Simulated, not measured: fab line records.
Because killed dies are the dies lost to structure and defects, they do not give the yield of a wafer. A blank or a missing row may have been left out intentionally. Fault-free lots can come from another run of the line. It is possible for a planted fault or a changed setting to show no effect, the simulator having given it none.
Chamber matching | flow n5-finfet | rie-diel-01 running N5_BEOL_M10_ETCH_66: 4 sister chambers
The step etches SOC in N2/H2, target depth 120 nm, overetch 24 nm, time 180 s. 4 wafers are shown with their chamber, then 8 later ones without.

EACH WAFER AND ITS CHAMBER
wafer  | chamber | showerhead-plenum-p-Torr (Torr)
L088.1 | 3       | 2.47
L088.2 | 1       | 2.63
L088.3 | 0       | 2.69
L088.4 | 2       | 2.61

WAFERS MISSING THEIR CHAMBER
wafer  | showerhead-plenum-p-Torr (Torr)
L088.5 | 2.47
L088.6 | 2.61
L092.2 | 2.61
L092.4 | 2.47
L092.5 | 2.61
L096.1 | 2.67
L096.3 | 2.60
L096.4 | 2.46

WHICH CHAMBER EACH ONE RAN IN
wafer  | from the rows above | in truth
L088.5 | 3                   | 3
L088.6 | 2                   | 2
L092.2 | 2                   | 2
L092.4 | 3                   | 3
L092.5 | 2                   | 2
L096.1 | 0                   | 0
L096.3 | 2                   | 2
L096.4 | 3                   | 3
Placed correctly: 8 of 8. Can't be placed from these rows: 0. Number placed wrongly: 0.
How it was worked out, from the rows above alone: a wafer's distance from a chamber is the root of the sum, over the readings, of the square of ((its reading less the chamber's mean) divided by the reading's scatter). If the next closest chamber is less than 2 further off than the closest, the wafer can't be placed; otherwise it belongs to the closest. Each chamber's mean is taken over the wafers shown for it. The scatter: with one shown wafer a chamber, the root of the mean of the squares of how far each hidden wafer lies from its nearest shown one.
